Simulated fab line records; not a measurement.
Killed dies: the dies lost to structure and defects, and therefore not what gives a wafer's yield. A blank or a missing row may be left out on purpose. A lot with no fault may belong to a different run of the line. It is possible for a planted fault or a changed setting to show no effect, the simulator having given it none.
Chamber matching    flow n5-finfet    4 sister chambers for N5_BEOL_M3_ETCH_74 on rie-diel-01
The step etches underlayer in N2/H2, target depth 6.5 nm, time 5.2 s. 4 wafers are shown with their chamber, then 8 later ones without.

WAFERS, EACH WITH ITS CHAMBER
wafer   chamber  showerhead-plenum-p-Torr (Torr)
L079.4  1        2.70
L083.1  2        2.64
L088.5  0        2.61
L092.1  3        2.60

WAFERS WITHOUT THEIR CHAMBER
wafer   showerhead-plenum-p-Torr (Torr)
L092.4  2.61
L092.6  2.69
L095.1  2.61
L095.3  2.60
L095.4  2.63
L097.1  2.60
L097.4  2.60
L097.5  2.60

WHICH CHAMBER EACH WENT THROUGH
wafer   from the rows above      in truth
L092.4  can't be placed: 0 or 3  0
L092.6  1                        1
L095.1  can't be placed: 0 or 3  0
L095.3  can't be placed: 3 or 0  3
L095.4  can't be placed: 2 or 0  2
L097.1  can't be placed: 3 or 0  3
L097.4  can't be placed: 3 or 0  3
L097.5  can't be placed: 3 or 0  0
Placed correctly: 1 of 8. These rows do not allow placing 7 (true chamber among the candidates in 7). Placed wrongly: 0.
How it was worked out, from the rows above alone: a wafer's distance from a chamber is the root of the sum, over the readings, of the square of ((its reading less the chamber's mean) divided by the reading's scatter). If the next closest chamber is less than 2 further off than the closest, the wafer can't be placed; otherwise it belongs to the closest. Each chamber's mean is taken over the wafers shown for it. The scatter (one wafer shown for each chamber): square how far every hidden wafer sits from the nearest shown wafer, average those squares and take the square root.
